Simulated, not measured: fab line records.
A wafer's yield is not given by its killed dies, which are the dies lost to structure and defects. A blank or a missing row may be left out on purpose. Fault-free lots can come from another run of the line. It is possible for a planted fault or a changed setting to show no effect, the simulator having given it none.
Code-filled problem report in 8D (eight disciplines) form || flow n5_finfet || the parts of the form that need people (team, actions taken, sign-off) are left out

1. WHAT IS WRONG
Mean of trench_depth_nm at N5_BEOL_M12_OCD_MEAS_35: 294 nm across 4 wafers in 3 lots; on wafers with no fault it is 317 nm (standard deviation 5.2). Measured from the usual mean, that is -4.5 standard deviations.
First observed at day 16 08:11: wafer L115.6, on ocd-01. Wafers with a number at this step in the record: 27, from 10 lots. The rule behind "out" and "out of limits": a value lying over 4 standard deviations away from the usual mean. Any other wafer with a number is counted as sound.

2. WHAT THIS IS AND IS NOT
{"question": "which readings at this step", "is": "trench_depth_nm", "is not": "-"}
{"question": "which lots", "is": "L115, L117, L120", "is not": "L104, L105, L106, L108, L110, L125, L126"}
{"question": "which wafers of those lots", "is": "L115.6, L117.2, L120.2, L120.6", "is not": "L115.1, L117.1"}
{"question": "read on which gauges", "is": "ocd-01, ocd-02", "is not": "-"}
{"question": "when", "is": "from day 16 08:11", "is not": "up to then (13 sound wafers); but 10 sound wafers of L106, L117, L125, L126 came after"}

3. WHAT RULES OUT EACH SUSPECT
Counting: a tool at a process step up to the reading stays a suspect if it ran every lot that is out. Sound lots after the first of them don't rule it out here, since some wafers of a struck lot are sound.
- the gauge at N5_BEOL_M12_OCD_MEAS_35: ruled out. Those wafers that are out were read across 2 gauges (ocd-01, ocd-02).
- rie_diel-03 at N5_BEOL_M12_TRENCH_ETCH_34 (etches SiOC in C4F8/O2/Ar, target depth 318.95 nm, time 125.5 s): kept. It ran every lot that is out, first L115 (day 16 08:02); its last sound lot up to then is L108 (day 13 19:28).
Left after counting: rie_diel-03 at N5_BEOL_M12_TRENCH_ETCH_34.

4. THE CAUSE (what the simulator had put in)
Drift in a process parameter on rie_diel-03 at N5_BEOL_M12_TRENCH_ETCH_34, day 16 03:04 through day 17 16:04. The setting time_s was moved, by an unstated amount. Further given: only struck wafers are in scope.
Only this tool survived the counting.

5. SEQUENCE OF EFFECTS, ordered by route
Rows list readings where the struck wafers' mean (over those with a number) sits beyond 3 standard deviations from the usual. Only readings for which the record gives a usual standard deviation are gone through. hours: the time from each lot's start at the first step in this table that gives one to its start at this step, as a median over the lots. sigmas: the change in usual standard deviations.
{"hours": 0, "step": "N5_BEOL_M12_OCD_MEAS_35", "reading": "trench_depth_nm", "usual": "317 nm", "on struck wafers": 294, "change": -23, "sigmas": -4.5}
{"hours": 3, "step": "N5_BEOL_M12_THK_MEAS_50", "reading": "M12_THK", "usual": "324 nm", "on struck wafers": 298, "change": -26, "sigmas": -3.8}
{"hours": 3, "step": "N5_BEOL_M12_RS_MEAS_54", "reading": "M12_RS", "usual": "0.0605 ohm/sq", "on struck wafers": 0.0652, "change": "+0.0047", "sigmas": "+4.3"}

6. WHAT WOULD HAVE CAUGHT IT SOONER
5 hours passed between the start of the fault at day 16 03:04 and the first reading out of limits at a measuring or inspecting step in this record, taken at day 16 08:11.
An alarm limit of 4 standard deviations would not have fired on the tool readings at N5_BEOL_M12_TRENCH_ETCH_34 for which the record gives a usual standard deviation, since none of them was out on any struck wafer.
L117, L120, from the lots that are out (3), started N5_BEOL_M12_TRENCH_ETCH_34 on rie_diel-03 later than day 16 08:11. A hold on the tool at that time would have spared those 2.
